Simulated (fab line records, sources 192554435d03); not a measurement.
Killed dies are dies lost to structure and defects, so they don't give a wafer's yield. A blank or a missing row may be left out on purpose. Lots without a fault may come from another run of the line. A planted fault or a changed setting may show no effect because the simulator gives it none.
Split-lot experiment | flow n5_finfet | 7 lots, 21 wafers read, on a route of 1938 steps

THE SPLIT
At N5_BEOL_M7_ILD_DEP_00 (deposits SiCOH lowk from DEMS/porogen, target thk 179.75 nm, time 33.4 s), the setting time_s was moved away from the recipe's 33.4 s on 5 of the 21 wafers read, by -4.4% to +14.4%. The other wafers ran this setting at the recipe's value.

FROM THE SPLIT TO THE READING: what the file shows between them, 1 step
- N5_BEOL_M7_CURE_74: cures SiCOH lowk, time 240 s

THE READING
M7_ILD_THK, in nm, at N5_BEOL_M7_THK_MEAS_01. Fault-free wafers of this fab line usually give 154.6 nm, standard deviation 1.8 nm.

wafer  | tool, chamber at the split | time_s as run, s | against the recipe | M7_ILD_THK, nm | against lot-mates on the recipe
L074.3 | pecvd-04, 1                | 33.4             | recipe             | 153.1          | -
L074.5 | pecvd-04, 1                | 38.2             | +14.4%             | 177.4          | +23.0
L074.6 | pecvd-04, 2                | 33.4             | recipe             | 155.7          | -
L077.1 | pecvd-02, 1                | 33.4             | recipe             | 153.4          | -
L077.4 | pecvd-02, 2                | 33.4             | recipe             | 156.7          | -
L077.5 | pecvd-02, 0                | 33.4             | recipe             | 156.2          | -
L087.1 | pecvd-01, 2                | 37.72            | +12.9%             | 174.9          | +18.3
L087.2 | pecvd-01, 0                | 33.4             | recipe             | 155.1          | -
L087.6 | pecvd-01, 0                | 33.4             | recipe             | 158.0          | -
L086.1 | pecvd-04, 1                | 33.4             | recipe             | 152.8          | -
L086.3 | pecvd-04, 1                | 31.93            | -4.4%              | 148.6          | -4.7
L086.6 | pecvd-04, 1                | 33.4             | recipe             | 153.7          | -
L091.3 | pecvd-01, 0                | 33.4             | recipe             | 154.8          | -
L091.4 | pecvd-01, 0                | 33.4             | recipe             | 154.2          | -
L091.6 | pecvd-01, 2                | 33.4             | recipe             | 156.5          | -
L093.1 | pecvd-04, 2                | 33.4             | recipe             | 154.4          | -
L093.2 | pecvd-04, 0                | 37.8             | +13.2%             | 173.7          | +18.3
L093.4 | pecvd-04, 0                | 33.4             | recipe             | 156.3          | -
L094.2 | pecvd-04, 2                | 33.4             | recipe             | 153.4          | -
L094.4 | pecvd-04, 0                | 33.4             | recipe             | 151.9          | -
L094.6 | pecvd-04, 1                | 34.86            | +4.4%              | 162.0          | +9.3

THE FIT
A straight line over all 21 wafers: M7_ILD_THK changes by +1.52 nm for each +1% of time_s; r = +0.98; the points scatter about the line by 1.5 nm.
The same after taking each lot's own level away (the mean of its wafers on the recipe; 21 wafers): +1.47 nm for each +1%; r = +0.98; scatter 1.4 nm.
On that fit, the largest move of time_s shifts the reading by 21 nm.
The lots' own levels span 152.65 to 156.55 nm, that is 2.2 times the standard deviation above.
So the lot-to-lot level changes the slope little: the two slopes agree.
Check: with one of the wafers moved furthest among these (+14.4%) left out of the fit, the line predicts +20.5 nm for it against its lot-mates. It came out at +23 nm against them.

THE WHOLE CHAIN: every reading that the file lists as answering this split, in the file's order
step                   | what it does                                                             | reading                                                                                  | change (the file's fit)              | r (the file's)
N5_BEOL_M7_ILD_DEP_00  | deposits SiCOH lowk from DEMS/porogen, target thk 179.75 nm, time 33.4 s | SiCOH_lowk_of_BEOL_M7_ILD_DEP_00.thk_nm (the simulator's own value, which no gauge read) | +1.71 nm for each +1% of the setting | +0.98
N5_BEOL_M7_CURE_74     | cures SiCOH lowk, time 240 s                                             | SiCOH_lowk_of_BEOL_M7_ILD_DEP_00.thk_nm (the simulator's own value, which no gauge read) | +1.49 nm for each +1% of the setting | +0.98
N5_BEOL_M7_THK_MEAS_01 |                                                                          | M7_ILD_THK                                                                               | +1.49 for each +1% of the setting    | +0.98

THE FILE'S OWN FIT
M7_ILD_THK changes by +1.49 nm for each +1% of time_s, r = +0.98.
